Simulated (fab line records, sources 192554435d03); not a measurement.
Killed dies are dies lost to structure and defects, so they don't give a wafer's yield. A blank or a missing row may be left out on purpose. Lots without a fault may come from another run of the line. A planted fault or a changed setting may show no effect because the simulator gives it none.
Split-lot experiment | flow n5_finfet | 7 lots, 21 wafers read, on a route of 1938 steps

THE SPLIT
At N5_BEOL_M2_COAT_62 (time 60 s, resist thk 12 nm), the setting spin_rpm was moved away from the recipe's 1500 rpm on 4 of the 21 wafers read, by +3.8% to +10.2%. The other wafers ran this setting at the recipe's value.

FROM THE SPLIT TO THE READING: what the file shows between them, 3 steps
- N5_BEOL_M2_DESCUM_16: chemistry O2, time 7 s (also split here: time_s)
- N5_BEOL_M2_ETCH_74: etches underlayer in N2/H2, target depth 6.5 nm, time 5.2 s
- N5_BEOL_M2_ETCH_63: etches SiARC in CF4, target depth 15.6 nm, time 26 s

THE READING
SiARC_of_BEOL_M2_COAT_62.thk_nm (the simulator's own value, which no gauge read), in nm, at N5_BEOL_M2_ETCH_64 (etches SOC in N2/H2, target depth 75 nm, overetch 22.5 nm, time 121.9 s). The file gives no usual value for it. The 17 wafers here that ran the recipe average 6.3 nm, standard deviation 0.14 nm.

wafer  | tool, chamber at the split | spin_rpm as run, rpm | against the recipe | SiARC_of_BEOL_M2_COAT_62.thk_nm, nm | against lot-mates on the recipe
L075.1 | litho_track-05, 0          | 1500                 | recipe             | 6.4                                 | -
L075.2 | litho_track-05, 0          | 1500                 | recipe             | 6.4                                 | -
L075.4 | litho_track-05, 0          | 1500                 | recipe             | 6.2                                 | -
L078.2 | litho_track-05, 0          | 1500                 | recipe             | 6.4                                 | -
L078.5 | litho_track-05, 0          | 1557                 | +3.8%              | 6                                   | -0.3
L078.6 | litho_track-05, 0          | 1500                 | recipe             | 6.2                                 | -
L079.1 | litho_track-02, 0          | 1500                 | recipe             | 6.4                                 | -
L079.3 | litho_track-02, 0          | 1500                 | recipe             | 6                                   | -
L079.4 | litho_track-02, 0          | 1500                 | recipe             | 6                                   | -
L080.2 | litho_track-02, 0          | 1500                 | recipe             | 6.4                                 | -
L080.5 | litho_track-02, 0          | 1500                 | recipe             | 6.4                                 | -
L080.3 | litho_track-02, 0          | 1637                 | +9.1%              | 5.8                                 | -0.6
L082.3 | litho_track-02, 0          | 1500                 | recipe             | 6.2                                 | -
L082.4 | litho_track-02, 0          | 1500                 | recipe             | 6.2                                 | -
L082.5 | litho_track-02, 0          | 1500                 | recipe             | 6.2                                 | -
L088.1 | litho_track-05, 0          | 1500                 | recipe             | 6.2                                 | -
L088.5 | litho_track-05, 0          | 1500                 | recipe             | 6.2                                 | -
L088.6 | litho_track-05, 0          | 1500                 | recipe             | 6.4                                 | -
L089.1 | litho_track-05, 0          | 1653                 | +10.2%             | 5.6                                 | -0.8
L089.6 | litho_track-05, 0          | 1653                 | +10.2%             | 5.6                                 | -0.8
L089.4 | litho_track-05, 0          | 1500                 | recipe             | 6.4                                 | -

THE FIT
A straight line over all 21 wafers: SiARC_of_BEOL_M2_COAT_62.thk_nm changes by -0.0621 nm for each +1% of spin_rpm; r = -0.86; the points scatter about the line by 0.13 nm.
The same after taking each lot's own level away (the mean of its wafers on the recipe; 21 wafers): -0.075 nm for each +1%; r = -0.94; scatter 0.1 nm.
On that fit, the largest move of spin_rpm shifts the reading by 0.76 nm.
The lots' own levels span 6.13 to 6.40 nm, that is 2.0 times the standard deviation above.
So the lot-to-lot level changes the slope: the two fits differ.
Check: with one of the wafers moved furthest among these (+10.2%) left out of the fit, the line predicts -0.747 nm for it against its lot-mates. It came out at -0.8 nm against them.

OTHER SPLITS ON THESE WAFERS
These wafers also went through other splits before the reading. Each is held against what the fit with the lots' levels taken away leaves over:
other split on the same wafers            | wafers away from the commonest value | r with SiARC_of_BEOL_M2_COAT_62.thk_nm (lot level and that fit taken away)
N5_MOL_CONTACT_COAG_EXPOSE_81 dose_mj     | 8                                    | +0.01
N5_BEOL_M0_SAQP_SPACER1_ALD_98 ald_cycles | 7                                    | -0.25
N5_BEOL_M0_CUTY_ETCH_63 time_s            | 9                                    | -0.06
N5_BEOL_M0_TRENCH_ETCH_107 target_depth_a | 5                                    | +0.19
N5_BEOL_M1_ETCH_64 bias_w                 | 6                                    | +0.27
N5_BEOL_M1_ETCH_77 source_w               | 9                                    | +0.23
N5_BEOL_M1_ETCH_70 source_w               | 10                                   | +0.24
N5_BEOL_M2_DESCUM_16 time_s               | 8                                    | -0.11

THE WHOLE CHAIN: every reading that the file lists as answering this split, in the file's order
step               | what it does                                                            | reading                                                                          | change (the file's fit)                | r (the file's)
N5_BEOL_M2_COAT_62 | time 60 s, resist thk 12 nm                                             | SiARC_of_BEOL_M2_COAT_62.thk_nm (the simulator's own value, which no gauge read) | -0.0612 nm for each +1% of the setting | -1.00
N5_BEOL_M2_ETCH_63 | etches SiARC in CF4, target depth 15.6 nm, time 26 s                    | etch.depth_nm (the simulator's own value, which no gauge read)                   | -0.0567 nm for each +1% of the setting | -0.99
N5_BEOL_M2_ETCH_64 | etches SOC in N2/H2, target depth 75 nm, overetch 22.5 nm, time 121.9 s | SiARC_of_BEOL_M2_COAT_62.thk_nm (the simulator's own value, which no gauge read) | -0.0732 nm for each +1% of the setting | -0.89

THE FILE'S OWN FIT
SiARC_of_BEOL_M2_COAT_62.thk_nm changes by -0.0732 nm for each +1% of spin_rpm, r = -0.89.
